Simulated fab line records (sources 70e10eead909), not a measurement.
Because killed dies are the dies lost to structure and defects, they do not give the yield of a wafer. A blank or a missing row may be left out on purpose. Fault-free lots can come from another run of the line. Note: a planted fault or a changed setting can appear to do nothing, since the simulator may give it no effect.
fab line records	flow nand_harc
record: lots: 5	wafers: 15	last_day: 31
route steps=1302 shown A_ONON_D1@438 A_CHANNEL_HOLE_D1@450 END@1302
lots untouched by any fault: they come from a run of this same line in which no faults occurred
start_h: hours from the record's first day to the start of the lot's first wafer shown	wait_h: hours from the lot's prior step to this one	" identical to the entry in the row above	L1.1+2: a row that stands for several wafers	- no value, or no start was given	* or withheld: withheld	< > ~ a bound
route shown NAME@n: NAME is a module with steps in the file, n the number in the route of the first one	usual: the fault-free wafers' mean and standard deviation	same: alike in all rows	chamber/n: place in a boat	sites: each site's reading	_std_site: the values' standard deviation	_edge_site: mean of outer sites minus mean of inner sites	radius_mm: how far each site lies from the wafer's centre	mask NAME#n: copy n	behind: the most recent tool/chamber to have shaped the wafer	hold: why the lot was held/for how many hours/how that ended	device: names the non-switching transistor (n, p or np)	end of line: the tests these same wafers got at the end of their route	step lacking rows: just its recipe	killed: count of dies lost to structure and defects at first sort (not the wafer's yield)	map: a wafer's dies, marking killed ones x, the rest . and places with no die _
set.NAME: setting as actually run; set.NAME@STEP: the setting as run at that earlier step	model.NAME: the simulator's own value behind a step, which no gauge read
lots at selected steps of the route; one table per step, one row per wafer
services: the hour from which a tool's chamber was out of use, counted from the record's first day as start_h (under 0 if before that day), plus the number of hours and why
== steps ==
step: NHARC_A_ONON_D1_DEP_19
recipe: target_thk_a: 10000	n2_flow_sccm: 2750	n2o_flow_sccm: 2000	nh3_flow_sccm: 500	sih4_flow_sccm: 210	temp_c: 400
step: NHARC_A_ONON_D1_THK_MEAS_21
recipe: thk_meas_gauge: ellipsometry
usual: thk_nm: 1001/9.4
lot.wafer	tool	chamber	start_h	wait_h	thk_nm
L896.3	film_metro-02	-	188.01	-	989
L896.4	"	-	"	"	992
L896.6	"	-	"	"	990
L898.2	film_metro-01	-	211.48	-	988
L898.4	"	-	"	"	989
L898.6	"	-	"	"	989
L901.1	film_metro-02	-	252.89	-	1007
L901.2	"	-	"	"	1008
L901.5	"	-	"	"	1006
L908.1	film_metro-01	-	317.27	-	999
L908.2	"	-	"	"	999
L908.3	"	-	"	"	997
L914.3	film_metro-02	-	368.98	-	1001
L914.5	"	-	"	"	1001
L914.6	"	-	"	"	1002
step: NHARC_A_ONON_D1_DEP_22
recipe: target_thk_a: 10000	n2_flow_sccm: 2750	n2o_flow_sccm: 2000	nh3_flow_sccm: 500	sih4_flow_sccm: 210	temp_c: 400
step: NHARC_A_ONON_D1_THK_MEAS_24
recipe: thk_meas_gauge: ellipsometry
usual: thk_nm: 997/9.8
lot.wafer	tool	chamber	start_h	wait_h	thk_nm
L896.3	film_metro-01	-	188.58	-	988
L896.4	"	-	"	"	987
L896.6	"	-	"	"	986
L898.2	film_metro-02	-	212.04	-	996
L898.4	"	-	"	"	996
L898.6	"	-	"	"	994
L901.1	film_metro-02	-	253.45	-	995
L901.2	"	-	"	"	996
L901.5	"	-	"	"	996
L908.1	film_metro-01	-	317.83	-	990
L908.2	"	-	"	"	992
L908.3	"	-	"	"	991
L914.3	film_metro-01	-	369.55	-	996
L914.5	"	-	"	"	997
L914.6	"	-	"	"	997
step: NHARC_A_ONON_D1_DEP_25
recipe: target_thk_a: 10000	n2_flow_sccm: 2750	n2o_flow_sccm: 2000	nh3_flow_sccm: 500	sih4_flow_sccm: 210	temp_c: 400
step: NHARC_A_ONON_D1_THK_MEAS_27
recipe: thk_meas_gauge: ellipsometry
usual: thk_nm: 998/9.1
lot.wafer	tool	chamber	start_h	wait_h	thk_nm
L896.3	film_metro-02	-	189.15	-	1002
L896.4	"	-	"	"	1002
L896.6	"	-	"	"	1002
L898.2	film_metro-01	-	212.61	-	1009
L898.4	"	-	"	"	1010
L898.6	"	-	"	"	1010
L901.1	film_metro-01	-	254.02	-	997
L901.2	"	-	"	"	997
L901.5	"	-	"	"	998
L908.1	film_metro-02	-	318.40	-	985
L908.2	"	-	"	"	984
L908.3	"	-	"	"	983
L914.3	film_metro-01	-	370.12	-	993
L914.5	"	-	"	"	995
L914.6	"	-	"	"	994
step: NHARC_A_ONON_D1_DEP_28
recipe: target_thk_a: 10000	n2_flow_sccm: 2750	n2o_flow_sccm: 2000	nh3_flow_sccm: 500	sih4_flow_sccm: 210	temp_c: 400
step: NHARC_A_ONON_D1_THK_MEAS_30
recipe: thk_meas_gauge: ellipsometry
usual: thk_nm: 1000/8.8
lot.wafer	tool	chamber	start_h	wait_h	thk_nm
L896.3	film_metro-02	-	189.72	-	1004
L896.4	"	-	"	"	1005
L896.6	"	-	"	"	1004
L898.2	film_metro-02	-	213.17	-	997
L898.4	"	-	"	"	1000
L898.6	"	-	"	"	1001
L901.1	film_metro-01	-	254.59	-	992
L901.2	"	-	"	"	988
L901.5	"	-	"	"	989
L908.1	film_metro-01	-	318.96	-	997
L908.2	"	-	"	"	997
L908.3	"	-	"	"	997
L914.3	film_metro-01	-	370.69	-	986
L914.5	"	-	"	"	984
L914.6	"	-	"	"	986
step: NHARC_A_ONON_D1_DEP_33
recipe: target_thk_a: 2000	temp_c: 400	pressure_torr: 6.5	rf_w: 900	teos_flow_sccm: 161.4	flow_sccm: 2650	target_thk_nm: 200	gas: O2	material: SiO2
usual: heater_power_w: 577/130	throttle_valve_pct: 15.8/0.48
lot.wafer	tool	chamber	start_h	wait_h	heater_power_w	throttle_valve_pct
L896.3	pecvd-04	0	189.86	0.1	447	16.1
L896.4	"	1	"	"	499	15.9
L896.6	"	0	"	"	465	16.1
L898.2	pecvd-02	1	213.32	0.1	837	15.2
L898.6	"	2	"	"	390	15.1
L898.4	"	0	"	"	433	15.3
L901.1	pecvd-01	0	254.65	0.1	687	16.0
L901.2	"	2	"	"	575	16.3
L901.5	"	2	"	"	609	16.1
L908.2	pecvd-02	0	319.02	0.1	475	15.4
L908.3	"	1	"	"	801	15.4
L908.1	"	2	"	"	393	15.2
L914.3	pecvd-04	1	370.74	0.1	557	16.0
L914.5	"	1	"	"	545	15.9
L914.6	"	2	"	"	583	16.7
step: NHARC_A_ONON_D1_THK_MEAS_34
recipe: thk_meas_gauge: ellipsometry
usual: thk_nm: 199/3
lot.wafer	tool	chamber	start_h	wait_h	thk_nm
L896.3	film_metro-02	-	190.19	-	197
L896.4	"	-	"	"	201
L896.6	"	-	"	"	201
L898.2	film_metro-01	-	213.65	-	200
L898.4	"	-	"	"	203
L898.6	"	-	"	"	206
L901.1	film_metro-01	-	255.20	0.5	196
L901.2	"	-	"	"	194
L901.5	"	-	"	"	198
L908.1	film_metro-01	-	319.43	-	196
L908.2	"	-	"	"	197
L908.3	"	-	"	"	196
L914.3	film_metro-02	-	371.16	-	199
L914.5	"	-	"	"	200
L914.6	"	-	"	"	205
step: NHARC_A_ONON_D1_INSPECT_32
usual: raw_defect_count: 66/24
lot.wafer	tool	chamber	start_h	wait_h	raw_defect_count
L896.3	defect_inspect-02	-	190.25	0.0	37
L896.4	"	-	"	"	56
L896.6	"	-	"	"	46
L898.2	defect_inspect-02	-	213.71	0.0	87
L898.4	"	-	"	"	61
L898.6	"	-	"	"	68
L901.1	defect_inspect-01	-	255.28	0.0	129
L901.2	"	-	"	"	82
L901.5	"	-	"	"	125
L908.1	defect_inspect-01	-	319.52	0.0	50
L908.2	"	-	"	"	53
L908.3	"	-	"	"	106
L914.3	defect_inspect-01	-	371.25	0.0	43
L914.5	"	-	"	"	53
L914.6	"	-	"	"	57
step: NHARC_A_CHANNEL_HOLE_D1_DEP_00
recipe: target_thk_a: 31000	temp_c: 400	material: aC
usual: throttle_valve_pct: 35.000/0.0095
lot.wafer	tool	chamber	start_h	wait_h	throttle_valve_pct
L896.3	acl_dep-03	0	192.81	2.6	35.013
L896.4	"	0	"	"	35.004
L896.6	"	0	"	"	34.984
L898.2	acl_dep-03	0	215.33	1.6	35.004
L898.4	"	0	"	"	34.998
L898.6	"	0	"	"	34.997
L901.1	acl_dep-01	0	256.66	1.4	35.009
L901.2	"	0	"	"	35.005
L901.5	"	0	"	"	35.007
L908.1	acl_dep-01	0	322.53	3.0	34.993
L908.2	"	0	"	"	34.997
L908.3	"	0	"	"	35.007
L914.3	acl_dep-02	0	375.47	4.2	35.000
L914.5	"	0	"	"	35.011
L914.6	"	0	"	"	34.993
step: NHARC_A_CHANNEL_HOLE_D1_DEP_01
recipe: target_thk_a: 1400	target_thk_nm: 140	temp_c: 400	pressure_torr: 3.5	flow_sccm: 200	rf_w: 350	material: SiON
usual: heater_power_w: 753/110
lot.wafer	tool	chamber	start_h	wait_h	heater_power_w
L896.3	pecvd-02	2	194.09	1.0	609
L896.4	"	2	"	"	589
L896.6	"	0	"	"	684
L898.2	pecvd-02	0	217.00	1.4	753
L898.4	"	0	"	"	737
L898.6	"	1	"	"	881
L901.1	pecvd-04	1	258.59	1.6	649
L901.2	"	0	"	"	742
L901.5	"	2	"	"	738
L908.3	pecvd-02	0	324.45	1.0	673
L908.1	"	1	"	"	1054
L908.2	"	2	"	"	544
L914.3	pecvd-02	1	376.81	1.0	1004
L914.6	"	1	"	"	1029
L914.5	"	2	"	"	606
step: NHARC_A_CHANNEL_HOLE_D1_DEHYDRATE_02
recipe: temp_c: 150	time_s: 120
step: NHARC_A_CHANNEL_HOLE_D1_HMDS_03
recipe: time_s: 30
step: NHARC_A_CHANNEL_HOLE_D1_COAT_36
recipe: temp_c: 260	time_s: 75
step: NHARC_A_CHANNEL_HOLE_D1_COAT_37
recipe: temp_c: 225	time_s: 65
step: NHARC_A_CHANNEL_HOLE_D1_COAT_04
recipe: spin_rpm: 1500	resist_thk_nm: 90
step: NHARC_A_CHANNEL_HOLE_D1_SOFTBAKE_05
recipe: temp_c: 105	time_s: 55
step: NHARC_A_CHANNEL_HOLE_D1_EBR_06
step: NHARC_A_CHANNEL_HOLE_D1_EXPOSE_07
recipe: na: 1.35	target_cd_nm: 100	sigma_outer: 0.3	dose_mj: 59.65	mask_id: HOLE_D1
step: NHARC_A_CHANNEL_HOLE_D1_PEB_08
recipe: peb_temp_c: 100	peb_time_s: 65
step: NHARC_A_CHANNEL_HOLE_D1_DEVELOP_09
recipe: develop_time_s: 35	dev_temp_c: 23
step: NHARC_A_CHANNEL_HOLE_D1_CD_MEAS_10
recipe: target_cd_nm: 100	landing_energy_ev: 500
usual: cd_nm: 100.3/0.52
lot.wafer	tool	chamber	start_h	wait_h	cd_nm
L896.3	cd_sem-01	0	194.81	-	100.6
L896.4	"	0	"	"	100.2
L896.6	"	0	"	"	100.9
L898.2	cd_sem-03	0	217.70	-	99.7
L898.4	"	0	"	"	100.5
L898.6	"	0	"	"	99.5
L901.1	cd_sem-03	0	259.31	-	100.4
L901.2	"	0	"	"	100.5
L901.5	"	0	"	"	100.5
L908.1	cd_sem-01	0	325.17	-	100.5
L908.2	"	0	"	"	99.3
L908.3	"	0	"	"	99.6
L914.3	cd_sem-01	0	377.41	-	99.6
L914.5	"	0	"	"	99.8
L914.6	"	0	"	"	100.3
step: NHARC_A_CHANNEL_HOLE_D1_OVL_MEAS_11
usual: overlay_x_nm: 0.1/0.78	overlay_y_nm: 0.2/0.75
lot.wafer	tool	chamber	start_h	wait_h	overlay_x_nm	overlay_y_nm
L896.3	overlay-02	-	194.90	-	-0.7	-0.4
L896.4	"	-	"	"	-0.8	-0.3
L896.6	"	-	"	"	-0.5	-0.3
L898.2	overlay-02	-	217.78	-	-1.3	1.5
L898.4	"	-	"	"	-1.8	1.5
L898.6	"	-	"	"	-0.7	1.0
L901.1	overlay-01	-	259.40	-	0.7	0.7
L901.2	"	-	"	"	0.4	0.7
L901.5	"	-	"	"	0.5	0.6
L908.1	overlay-01	-	325.26	-	-0.4	-0.3
L908.2	"	-	"	"	-0.5	0.1
L908.3	"	-	"	"	0.2	-0.3
L914.3	overlay-01	-	377.49	-	0.8	0.4
L914.5	"	-	"	"	0.3	0.4
L914.6	"	-	"	"	0.7	0.4
step: NHARC_A_CHANNEL_HOLE_D1_INSPECT_12
usual: raw_defect_count: 5.2/2.8
lot.wafer	tool	chamber	start_h	wait_h	raw_defect_count
L896.3	defect_inspect-01	-	194.94	0.0	4
L896.4	"	-	"	"	4
L896.6	"	-	"	"	5
L898.2	defect_inspect-02	-	217.82	0.0	6
L898.4	"	-	"	"	4
L898.6	"	-	"	"	7
L901.1	defect_inspect-01	-	259.44	0.0	11
L901.2	"	-	"	"	9
L901.5	"	-	"	"	8
L908.1	defect_inspect-02	-	325.30	0.0	6
L908.2	"	-	"	"	9
L908.3	"	-	"	"	11
L914.3	defect_inspect-02	-	377.53	0.0	3
L914.5	"	-	"	"	2
L914.6	"	-	"	"	5
step: NHARC_A_CHANNEL_HOLE_D1_DESCUM_15
recipe: time_s: 3	o2_flow_sccm: 200	ar_flow_sccm: 0	bias_power_w: 0	chemistry: O2
step: NHARC_A_CHANNEL_HOLE_D1_ETCH_38
recipe: target_depth_a: 390	over_etch_frac: 0.3	time_s: 65	ion_energy_ev: 80	cf4_flow_sccm: 150	ar_flow_sccm: 0	rf_w: 300	bias_w: 100	chemistry: CF4
usual: drypump_motor_current_A: 5.7/0.44	oes_product_au: 1.001/0.011	rf_vpp_V: 151.6/1.2	showerhead_plenum_p_Torr: 1.79/0.08	throttle_valve_pct: 13.284/0.0091
same: over_etch_frac: 0.3
lot.wafer	tool	chamber	start_h	wait_h	drypump_motor_current_A	oes_product_au	rf_hours_counter_h	rf_vpp_V	showerhead_plenum_p_Torr	throttle_valve_pct
L896.3	rie_diel-04	1	195.09	0.1	6.5	1.004	0	153.2	1.86	13.291
L896.4	"	2	"	"	5.2	1.009	1	150.3	1.71	13.293
L896.6	"	0	"	"	5.8	1.002	-	153.1	1.81	13.278
L898.4	rie_diel-04	3	217.97	0.1	5.2	1.004	3	152.1	1.86	13.281
L898.2	"	1	"	"	6.5	0.998	2	151.5	1.86	13.288
L898.6	"	2	"	"	5.2	0.994	-	150.7	1.71	13.299
L901.1	rie_diel-01	3	259.59	0.1	5.8	0.985	11	153.1	1.91	13.283
L901.2	"	2	"	"	5.6	1.003	11	153.0	1.66	13.274
L901.5	"	3	"	"	5.8	0.995	-	152.4	1.91	13.287
L908.2	rie_diel-12	2	325.45	0.1	6.2	1.013	20	150.4	1.71	13.313
L908.3	"	0	"	"	5.9	0.992	18	152.4	1.90	13.273
L908.1	"	1	"	"	5.7	0.983	20	151.2	1.84	13.300
L914.3	rie_diel-12	1	377.67	0.1	5.8	0.999	47	151.2	1.83	13.288
L914.5	"	1	"	"	5.7	0.991	-	152.7	1.83	13.278
L914.6	"	2	"	"	6.2	1.011	-	151.2	1.70	13.289
step: NHARC_A_CHANNEL_HOLE_D1_ETCH_39
recipe: target_depth_a: 2600	over_etch_frac: 0.3	time_s: 325	ion_energy_ev: 200	n2_flow_sccm: 150	h2_flow_sccm: 150	ar_flow_sccm: 0	rf_w: 400	bias_w: 150	chemistry: N2/H2
step: NHARC_A_CHANNEL_HOLE_D1_ETCH_34
recipe: target_depth_a: 1540	time_s: 77	cf4_flow_sccm: 100	chf3_flow_sccm: 30	ar_flow_sccm: 0	rf_w: 500	bias_w: 200	chemistry: CF4/CHF3
step: NHARC_A_CHANNEL_HOLE_D1_ETCH_16
recipe: target_depth_a: 31000	over_etch_frac: 0.3	time_s: 806	ion_energy_ev: 150	o2_flow_sccm: 400	cos_flow_sccm: 20	ar_flow_sccm: 0	rf_w: 500	bias_w: 300	chemistry: O2/COS
step: NHARC_A_CHANNEL_HOLE_D1_CD_MEAS_18
usual: cd_nm: 99.7/2.1
lot.wafer	tool	chamber	start_h	wait_h	cd_nm
L896.3	cd_sem-01	-	196.11	-	99.2
L896.4	"	-	"	"	98.9
L896.6	"	-	"	"	100.2
L898.2	cd_sem-01	-	218.99	-	98.6
L898.4	"	-	"	"	100.0
L898.6	"	-	"	"	99.2
L901.1	cd_sem-02	-	260.61	-	99.7
L901.2	"	-	"	"	100.8
L901.5	"	-	"	"	100.7
L908.1	cd_sem-03	-	326.47	-	95.6
L908.2	"	-	"	"	96.5
L908.3	"	-	"	"	98.3
L914.3	cd_sem-02	-	378.71	-	100.0
L914.5	"	-	"	"	96.9
L914.6	"	-	"	"	97.8
step: NHARC_A_CHANNEL_HOLE_D1_ETCH_19
recipe: bias_v: 1200	source_w: 2500	pressure_mtorr: 15	time_s: 34.5	ar_flow_sccm: 375	c4f8_flow_sccm: 28.8	o2_flow_sccm: 96.2	temp_c: -20	target_depth_a: *	chemistry: C4F8/O2/Ar
step: NHARC_A_CHANNEL_HOLE_D1_ETCH_20
recipe: bias_v: 3000	source_w: withheld	pressure_mtorr: 20	time_s: 361.9	ar_flow_sccm: 375	c4f8_flow_sccm: 89.3	o2_flow_sccm: 35.7	temp_c: -20	target_depth_a: 16000	chemistry: C4F8/O2/Ar
step: NHARC_A_CHANNEL_HOLE_D1_ETCH_21
recipe: bias_v: 3000	source_w: withheld	pressure_mtorr: 20	time_s: 514.3	ar_flow_sccm: 375	c4f8_flow_sccm: 89.3	o2_flow_sccm: 35.7	temp_c: -20	target_depth_a: 16000	chemistry: C4F8/O2/Ar
usual: drypump_motor_current_A: 5.67/0.28	showerhead_plenum_p_Torr: 3.68/0.03	throttle_valve_pct: 32.154/0.0099
lot.wafer	tool	chamber	start_h	wait_h	drypump_motor_current_A	rf_hours_counter_h	showerhead_plenum_p_Torr	throttle_valve_pct
L896.4	har_etch-01	1	196.75	0.3	5.67	-	3.68	32.167
L896.3	"	0	"	"	5.65	-	3.73	32.158
L896.6	"	0	"	"	5.62	-	3.73	32.167
L898.2	har_etch-02	1	219.49	0.3	6.09	318	3.72	32.144
L898.4	"	0	"	"	5.32	-	3.69	32.149
L898.6	"	0	"	"	5.32	-	3.69	32.154
L901.2	har_etch-01	1	261.11	0.3	5.65	127	3.66	32.150
L901.1	"	0	"	"	5.65	127	3.71	32.179
L901.5	"	0	"	"	5.64	-	3.71	32.162
L908.2	har_etch-02	1	326.97	0.3	6.06	379	3.68	32.146
L908.1	"	0	"	"	5.31	379	3.66	32.162
L908.3	"	0	"	"	5.33	-	3.66	32.143
L914.3	har_etch-01	0	379.42	0.3	5.64	-	3.67	32.148
L914.5	"	1	"	"	5.64	-	3.62	32.147
L914.6	"	0	"	"	5.64	-	3.67	32.162
step: NHARC_A_CHANNEL_HOLE_D1_ETCH_22
recipe: bias_v: 3000	source_w: withheld	pressure_mtorr: 20	time_s: 666.7	ar_flow_sccm: 375	c4f8_flow_sccm: 89.3	o2_flow_sccm: 35.7	temp_c: -20	target_depth_a: 16000	chemistry: C4F8/O2/Ar
step: NHARC_A_CHANNEL_HOLE_D1_ETCH_23
recipe: bias_v: 5000	source_w: withheld	pressure_mtorr: 20	time_s: 819	ar_flow_sccm: 375	c4f8_flow_sccm: 89.3	o2_flow_sccm: 35.7	temp_c: -20	target_depth_a: 16000	chemistry: C4F8/O2/Ar
usual: drypump_motor_current_A: 5.67/0.28	showerhead_plenum_p_Torr: 3.68/0.03	throttle_valve_pct: 32.154/0.0091
lot.wafer	tool	chamber	start_h	wait_h	drypump_motor_current_A	rf_hours_counter_h	showerhead_plenum_p_Torr	throttle_valve_pct
L896.4	har_etch-01	1	197.85	0.5	5.66	-	3.68	32.161
L896.3	"	0	"	"	5.64	-	3.73	32.149
L896.6	"	0	"	"	5.67	-	3.73	32.150
L898.2	har_etch-02	1	220.50	0.5	6.10	319	3.71	32.133
L898.4	"	0	"	"	5.33	-	3.69	32.146
L898.6	"	0	"	"	5.32	-	3.69	32.163
L901.2	har_etch-01	1	262.13	0.5	5.67	128	3.66	32.146
L901.1	"	0	"	"	5.63	128	3.71	32.143
L901.5	"	0	"	"	5.63	-	3.71	32.166
L908.2	har_etch-02	1	327.98	0.5	6.06	380	3.68	32.141
L908.1	"	0	"	"	5.33	380	3.66	32.154
L908.3	"	0	"	"	5.32	-	3.66	32.153
L914.3	har_etch-01	0	380.55	0.5	5.62	-	3.67	32.155
L914.5	"	1	"	"	5.68	-	3.62	32.157
L914.6	"	0	"	"	5.64	-	3.67	32.169
step: NHARC_A_CHANNEL_HOLE_D1_ETCH_24
recipe: bias_v: 5000	source_w: withheld	pressure_mtorr: 20	time_s: 906.2	ar_flow_sccm: 375	c4f8_flow_sccm: 93.8	o2_flow_sccm: 31.2	temp_c: -20	target_depth_a: 15000	chemistry: C4F8/O2/Ar
step: NHARC_A_CHANNEL_HOLE_D1_ETCH_25
recipe: bias_v: 5000	source_w: withheld	pressure_mtorr: 20	time_s: 1040.2	ar_flow_sccm: 375	c4f8_flow_sccm: 93.8	o2_flow_sccm: 31.2	temp_c: -20	target_depth_a: 15000	chemistry: C4F8/O2/Ar
step: NHARC_A_CHANNEL_HOLE_D1_ETCH_26
recipe: bias_v: 300	source_w: 2000	pressure_mtorr: 30	time_s: 224.1	ar_flow_sccm: 375	c4f8_flow_sccm: 11.4	o2_flow_sccm: 113.6	temp_c: -20	target_depth_a: 3000	chemistry: C4F8/O2/Ar
step: NHARC_A_CHANNEL_HOLE_D1_ETCH_33
recipe: bias_v: 400	source_w: 2000	pressure_mtorr: 25	time_s: 90	ar_flow_sccm: 375	c4f8_flow_sccm: 41.7	o2_flow_sccm: 83.3	temp_c: -20	target_depth_a: 4000	chemistry: C4F8/O2/Ar
step: NHARC_END_SORT_01
recipe: temp_c: 25
usual: killed_at_array: 55/20	killed_at_other: 1.1/1.2	killed_at_periphery: 3.8/2.8	killed_dies: 60/19	killed_open: 3.4/1.9	killed_short: 2.2/1.5
same: gross_dies: 677
lot.wafer	tool	chamber	start_h	wait_h	killed_at_array	killed_at_other	killed_at_periphery	killed_dies	killed_open	killed_short
L908.1	prober-02	0	716.73	2.5	671	3	3	677	3	1
L908.2	prober-02	0	717.54	2.8	674	1	2	677	3	1
L908.3	prober-02	0	718.35	3.1	675	2	0	677	3	2
killed by level:class
L908.1 A_CHANNEL_HOLE_D1:area_dep=633 A_CHANNEL_HOLE_D1:chamber_film_flake=29 THIN_TSV:chamber_film_flake=3 P_M2:chamber_film_flake=2 A_SLIT:chamber_film_flake=2 A_DECK1_JOINT:geometric_particle:open=1 A_CHANNEL_FILL_D2:geometric_particle:short=1 A_WL_FILL:geometric_particle:open=1
L908.2 A_CHANNEL_HOLE_D1:area_dep=627 A_CHANNEL_HOLE_D1:chamber_film_flake=30 A_SLIT:chamber_film_flake=8 A_SGD_CUT:geometric_particle:open=2 A_DECK1_JOINT:chamber_film_flake=2 A_CHANNEL_FILL_D1:geometric_particle:short=1 A_WL_FILL:geometric_particle:open=1 P_GATE:chamber_film_flake=1
L908.3 A_CHANNEL_HOLE_D1:area_dep=628 A_CHANNEL_HOLE_D1:chamber_film_flake=30 A_CHANNEL_FILL_D1:chamber_film_flake=4 A_CONTACT:chamber_film_flake=4 A_DECK1_JOINT:chamber_film_flake=2 A_SLIT:chamber_film_flake=2 THIN_TSV:chamber_film_flake=2 A_CHANNEL_HOLE_D1:geometric_particle:open=1
map L908.1 (x killed, . not)
____________x____________
_________xxxxxxx_________
_______xxxxxxxxxxx_______
______xxxxxxxxxxxxx______
_____xxxxxxxxxxxxxxx_____
____xxxxxxxxxxxxxxxxx____
____xxxxxxxxxxxxxxxxx____
___xxxxxxxxxxxxxxxxxxx___
___xxxxxxxxxxxxxxxxxxx___
__xxxxxxxxxxxxxxxxxxxxx__
__xxxxxxxxxxxxxxxxxxxxx__
_xxxxxxxxxxxxxxxxxxxxxxx_
_xxxxxxxxxxxxxxxxxxxxxxx_
_xxxxxxxxxxxxxxxxxxxxxxx_
_xxxxxxxxxxxxxxxxxxxxxxx_
_xxxxxxxxxxxxxxxxxxxxxxx_
xxxxxxxxxxxxxxxxxxxxxxxxx
xxxxxxxxxxxxxxxxxxxxxxxxx
xxxxxxxxxxxxxxxxxxxxxxxxx
xxxxxxxxxxxxxxxxxxxxxxxxx
xxxxxxxxxxxxxxxxxxxxxxxxx
_xxxxxxxxxxxxxxxxxxxxxxx_
_xxxxxxxxxxxxxxxxxxxxxxx_
_xxxxxxxxxxxxxxxxxxxxxxx_
_xxxxxxxxxxxxxxxxxxxxxxx_
_xxxxxxxxxxxxxxxxxxxxxxx_
__xxxxxxxxxxxxxxxxxxxxx__
__xxxxxxxxxxxxxxxxxxxxx__
___xxxxxxxxxxxxxxxxxxx___
___xxxxxxxxxxxxxxxxxxx___
____xxxxxxxxxxxxxxxxx____
____xxxxxxxxxxxxxxxxx____
_____xxxxxxxxxxxxxxx_____
______xxxxxxxxxxxxx______
_______xxxxxxxxxxx_______
_________xxxxxxx_________
____________x____________
map L901.1 (x killed, . not)
____________.____________
_________..x...._________
_______..........._______
______..........x..______
_____.....x........._____
____.................____
____.................____
___......x............___
___...................___
__..x..............x...__
__.....................__
_......................._
_x................x....._
_......................._
_......................._
_......................._
......x..................
.................x.......
................x........
.........................
.................x.......
_x...............x.x...._
_.x.................x..._
_......x..........xx.x.._
_.................x.x..._
_..............x.xxx...._
__..............x.xxx..__
__...................x.__
___............x.xx.x.___
___................x..___
____..............x.x____
____.................____
_____...x..........._____
______.............______
_______..........._______
_________......._________
____________.____________
== services ==
tool	chamber	start_h	hours	kind
rie_diel-12	2	167.76	10.3	repair
rie_diel-04	-	177.90	9.0	pm
acl_dep-01	-	185.22	13.0	pm
rie_diel-12	3	192.68	3.1	repair
rie_diel-01	-	204.57	9.0	pm
acl_dep-01	-	208.56	0.9	repair
pecvd-02	-	227.05	13.0	pm
pecvd-01	1	227.25	32.9	repair
rie_diel-12	-	242.81	0.4	repair
pecvd-01	0	242.97	6.8	repair
acl_dep-02	-	244.46	13.0	pm
rie_diel-04	3	262.61	12.8	repair
rie_diel-12	-	268.49	9.0	pm
pecvd-04	-	269.63	13.0	pm
pecvd-01	0	285.23	3.5	repair
rie_diel-04	-	290.35	15.8	repair
acl_dep-03	-	302.27	13.0	pm
pecvd-04	0	323.30	14.9	repair
rie_diel-04	1	325.86	15.0	repair
pecvd-04	-	340.79	1.3	repair
rie_diel-04	-	350.92	0.2	repair
rie_diel-04	-	354.90	9.0	pm
acl_dep-01	-	367.00	13.0	pm
har_etch-02	-	378.38	17.0	pm
== key ==
first_sign: step: NHARC_END_SORT_01	reading: killed_dies	direction: up	sigmas: 32	usual: 60	struck: 677
effect: step: NHARC_END_SORT_01	reading: killed_at_array	direction: up	sigmas: 31	usual: 55	struck: 673
more_kills_born_at: NHARC_A_CHANNEL_HOLE_D1_DEP_00@acl_dep-01: 1888
met_at NHARC_A_CHANNEL_HOLE_D1_DEP_00
struck_wafers L908.1,L908.2,L908.3
later_rows_left_out L908.1,L908.2,L908.3
tester_left_out L908
onset_between 256.66 322.53
also_fits NHARC_A_ONON_D1_DEP_33:pecvd-02,NHARC_A_CHANNEL_HOLE_D1_ETCH_21:har_etch-02,NHARC_A_CHANNEL_HOLE_D1_ETCH_23:har_etch-02
fault: kind: process_parameter_drift	tool: acl_dep-01	chamber: 0	onset_h: 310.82	steps: NHARC_A_CHANNEL_HOLE_D1_DEP_00	channel: target_thk_a	offset: *	shape: step	end_h: 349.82	acts_in: *	stated: *
tester_left_out: of these lots the tester's yield and bins aren't shown, on N5 and GAA mostly nor the transistor test; their killed dies are dies lost to structure and defects alone, not to doping, threshold or leakage, so they don't give the yield
later_rows_left_out: the simulator's readings of these wafers behind a module that went badly wrong aren't trusted and aren't shown, but for the sort
